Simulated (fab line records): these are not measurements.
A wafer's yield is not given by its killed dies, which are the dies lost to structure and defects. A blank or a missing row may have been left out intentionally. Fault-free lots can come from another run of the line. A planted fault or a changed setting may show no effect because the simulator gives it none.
Chamber matching || flow n5Finfet || N5_BEOL_M7_STRIP_36 on rieDiel-05: 4 sister chambers
The step strips in N2/H2. 4 wafers are shown with their chamber, then 10 later ones without.

WAFERS, EACH WITH ITS CHAMBER
{"wafer": "L081.3", "chamber": 2, "throttleValvePct (%)": 23.50}
{"wafer": "L085.3", "chamber": 3, "throttleValvePct (%)": 23.96}
{"wafer": "L085.6", "chamber": 0, "throttleValvePct (%)": 23.62}
{"wafer": "L089.4", "chamber": 1, "throttleValvePct (%)": 23.59}

WAFERS WITH NO CHAMBER GIVEN
{"wafer": "L089.5", "throttleValvePct (%)": 23.98}
{"wafer": "L090.1", "throttleValvePct (%)": 23.62}
{"wafer": "L090.4", "throttleValvePct (%)": 23.54}
{"wafer": "L090.5", "throttleValvePct (%)": 23.97}
{"wafer": "L092.1", "throttleValvePct (%)": 23.62}
{"wafer": "L092.2", "throttleValvePct (%)": 23.57}
{"wafer": "L092.5", "throttleValvePct (%)": 23.97}
{"wafer": "L091.1", "throttleValvePct (%)": 23.33}
{"wafer": "L091.4", "throttleValvePct (%)": 23.62}
{"wafer": "L091.6", "throttleValvePct (%)": 23.54}

CHAMBER TAKEN BY EACH
{"wafer": "L089.5", "from the rows above": 3, "in truth": 3}
{"wafer": "L090.1", "from the rows above": "can't be placed: 0 or 1", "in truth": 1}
{"wafer": "L090.4", "from the rows above": "can't be placed: 2 or 1 or 0", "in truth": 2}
{"wafer": "L090.5", "from the rows above": 3, "in truth": 3}
{"wafer": "L092.1", "from the rows above": "can't be placed: 0 or 1", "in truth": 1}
{"wafer": "L092.2", "from the rows above": "can't be placed: 1 or 0 or 2", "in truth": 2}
{"wafer": "L092.5", "from the rows above": 3, "in truth": 3}
{"wafer": "L091.1", "from the rows above": "can't be placed: 2 or 1", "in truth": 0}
{"wafer": "L091.4", "from the rows above": "can't be placed: 0 or 1", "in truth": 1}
{"wafer": "L091.6", "from the rows above": "can't be placed: 2 or 1 or 0", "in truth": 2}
Placed correctly: 3 of 10. Can't be placed from these rows: 7 (the true chamber is among the candidates in 6). Number placed wrongly: 0.
How it was worked out, from the rows above alone: a wafer's distance from a chamber is the root of the sum, over the readings, of the square of ((its reading less the chamber's mean) divided by the reading's scatter). The wafer belongs to the nearest chamber; if the next one is less than 2 further off, it can't be placed. A chamber's mean is the mean of its shown wafers. The scatter: root of mean squared gap, hidden wafer to nearest shown wafer, with one shown wafer a chamber.
